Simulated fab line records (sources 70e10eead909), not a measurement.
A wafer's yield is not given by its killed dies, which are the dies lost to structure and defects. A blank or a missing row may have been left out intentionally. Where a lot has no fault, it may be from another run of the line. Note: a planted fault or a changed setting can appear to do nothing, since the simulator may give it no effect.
Comparing a struck lot with a sound one + flow nand-harc + 14 steps out of a route of 1159
Sound: these wafers, L196.1, L196.5, L196.6. Struck: wafer L206.3. (L206.1, L206.2 of the same lot were not struck and are left out.) The cause comes at the end.
Per side, at each step with rows, come the tool, then ch with its chambers, and then its first start. Under that, the readings that differ: sound wafers + struck wafers + difference of the means + sigmas: that difference in standard deviations of wafers without a fault.
alike: readings whose means differ by less than 2 such deviations, and words and numbers that are the same on both sides. not compared: withheld readings, readings that some wafer has no value for, bounds like >300 that may hide the same value, and numbers for which the record gives no deviation and whose values overlap.
The two part at a step that has a row with sigmas, a row that says differs or no value, or rows on one side only. When numbers do not overlap yet have no deviation, they are printed without sigmas and do not part them. A reading that every wafer of one side lacks parts them only if that side has two wafers or more.

first, 7 steps without rows for these wafers: NHARC_A_SGD_CUT_COAT_57 (time 65 s); NHARC_A_SGD_CUT_COAT_03 (resist thk 90 nm); NHARC_A_SGD_CUT_SOFTBAKE_04 (time 55 s); NHARC_A_SGD_CUT_EBR_05; NHARC_A_SGD_CUT_EXPOSE_06 (exposes mask SGD); NHARC_A_SGD_CUT_PEB_07 (peb time 65 s); NHARC_A_SGD_CUT_DEVELOP_08 (develop time 35 s).
NHARC_A_SGD_CUT_CD_MEAS_09 targets a cd of 100 nm.
  sound on cd-sem-02 ch 0, day 15 12:34; struck on cd-sem-02 ch 0, day 18 07:08
  alike: cd-nm
NHARC_A_SGD_CUT_OVL_MEAS_10:
  sound on overlay-01 at day 15 12:39; struck on overlay-02 at day 18 07:14
  alike: overlay-x-nm, overlay-y-nm
NHARC_A_SGD_CUT_INSPECT_11:
  sound on defect-inspect-01 at day 15 12:41; struck on defect-inspect-02 at day 18 07:16
| reading          | sound   | struck | difference | sigmas |
|------------------|---------|--------|------------|--------|
| raw-defect-count | 14 11 4 | 33     | +23        | +2     |
NHARC_A_SGD_CUT_DESCUM_14: chemistry O2, time 3 s.
  sound on rie-diel-12 ch 0,1, day 15 12:44; struck on rie-diel-04 ch 3, day 18 07:19
  alike: drypump-motor-current-A, mfc-ar-sccm, o2-flow-sccm, oes-product-au, rf-vpp-V, showerhead-plenum-p-Torr, throttle-valve-pct
  not compared: rf-hours-counter-h
NHARC_A_SGD_CUT_ETCH_58: etches the open film in CF4, target depth 39 nm, time 65 s.
  sound on rie-diel-12 ch 1,2, day 15 12:50; struck on rie-diel-04 ch 3, day 18 07:26
  alike: drypump-motor-current-A, mfc-ar-sccm, oes-product-au, rf-vpp-V, showerhead-plenum-p-Torr, throttle-valve-pct
  not compared: rf-hours-counter-h
NHARC_A_SGD_CUT_ETCH_59: etches the open film in N2/H2, target depth 260 nm, time 406.25 s.
  sound on rie-diel-12 ch 0,1, day 15 12:57; struck on rie-diel-04 ch 0, day 18 07:34
| reading               | sound             | struck | difference | sigmas |
|-----------------------|-------------------|--------|------------|--------|
| mfc-ar-sccm (sccm)    | 0 0 0             | 0.024  | +0.024     | +3     |
| oes-product-au (a.u.) | 1.005 0.994 1.004 | 0.831  | -0.170     | -26    |
  alike: drypump-motor-current-A, h2-flow-sccm, rf-vpp-V, showerhead-plenum-p-Torr, throttle-valve-pct
  not compared: rf-hours-counter-h
NHARC_A_SGD_CUT_ETCH_15: etches the open film in CH3F/O2, target depth 75 nm, time 64.3 s.
  sound: rie-diel-12 ch 0,1,2; struck: rie-diel-04 ch 2
  alike: drypump-motor-current-A, mfc-ar-sccm, o2-flow-sccm, oes-product-au, rf-vpp-V, showerhead-plenum-p-Torr, throttle-valve-pct
  not compared: rf-hours-counter-h

== WHERE THEY PART ==
First at NHARC_A_SGD_CUT_INSPECT_11; last, within this record, at NHARC_A_SGD_CUT_ETCH_59. Later steps at which nothing parts them and some readings are alike: NHARC_A_SGD_CUT_ETCH_15.

WHY: what had been put in by the simulator
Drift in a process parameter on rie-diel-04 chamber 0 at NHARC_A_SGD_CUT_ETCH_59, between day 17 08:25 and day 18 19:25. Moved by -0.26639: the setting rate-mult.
